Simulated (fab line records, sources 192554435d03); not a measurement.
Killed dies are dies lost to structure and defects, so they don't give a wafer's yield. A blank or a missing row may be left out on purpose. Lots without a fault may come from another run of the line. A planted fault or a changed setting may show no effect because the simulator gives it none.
Problem report in the 8D (eight disciplines) form, filled by code | flow n5_finfet | the parts of the form that need people (team, actions taken, sign-off) are left out

1. THE PROBLEM
run_length_s at N5_BEOL_M4_CVD_47 reads a mean of 118.1 s on 3 wafers of 3 lots; wafers without a fault read 247.0 s with a standard deviation of 0.63. That is -99 or more standard deviations from the usual mean.
The step: deposits Co from CCTBA/H2, target thk 3 nm, time 223.8 s.
First seen on wafer L334.6, day 13 11:04, on cvd_co-01. The record holds 32 wafers of 11 lots with a number at this step. Rule for "out", or "out of limits": more than 4 standard deviations from the usual mean. The other wafers with a number count as sound.

2. WHAT IT IS AND WHAT IT IS NOT
question                    | is                     | is not
which readings at this step | run_length_s           | -
which lots                  | L334, L339, L340       | L321, L323, L325, L326, L327, L328, L329, L342
which wafers of those lots  | L334.6, L339.1, L340.6 | L334.3, L334.5, L339.3, L339.5, L340.3
read on which tools         | cvd_co-01              | cvd_co-02
when                        | from day 13 11:04      | up to then (23 sound wafers); but 6 sound wafers of L339, L340, L342 came after

3. SUSPECTS, AND WHAT RULES EACH OUT
Counting: a tool at a process step up to the reading stays a suspect if it ran every lot that is out. Sound lots after the first of them don't rule it out here, since some wafers of a struck lot are sound.
- cvd_co-01 at N5_BEOL_M4_CVD_47 (deposits Co from CCTBA/H2, target thk 3 nm, time 223.8 s): kept. It ran every lot that is out, first L334 (day 13 11:04); its last sound lot up to then is L326 (day 10 15:54). Its own readings are out on those wafers: run_length_s.
Left after counting: cvd_co-01 at N5_BEOL_M4_CVD_47.

4. THE CAUSE (what the simulator had put in)
Process parameter drift: cvd_co-01, from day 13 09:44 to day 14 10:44, at N5_BEOL_M4_CVD_47. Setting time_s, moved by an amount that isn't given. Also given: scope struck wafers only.
Counting left only this tool.

5. THE CHAIN OF EFFECTS, in route order
Each row: a reading whose mean over the struck wafers that have a number lies more than 3 standard deviations from the usual. Only readings for which the record gives a usual standard deviation are gone through. hours: the time from each lot's start at the first step in this table that gives one to its start at this step, as a median over the lots. sigmas: the change in usual standard deviations.
hours | step              | reading      | usual   | on struck wafers | change | sigmas
0     | N5_BEOL_M4_CVD_47 | run_length_s | 247.0 s | 118.1            | -128.9 | -99 or more
The process steps in it:
- N5_BEOL_M4_CVD_47: deposits Co from CCTBA/H2, target thk 3 nm, time 223.8 s.
Later measuring or inspecting steps at which every struck wafer that the step has a row for has a number for every such reading, and none has moved that far: N5_BEOL_M4_RC_MEAS_101.

6. WHAT WOULD HAVE CAUGHT IT SOONER
In this record the first reading out of limits was taken at day 13 11:04, 1 hour after the fault began at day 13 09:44.
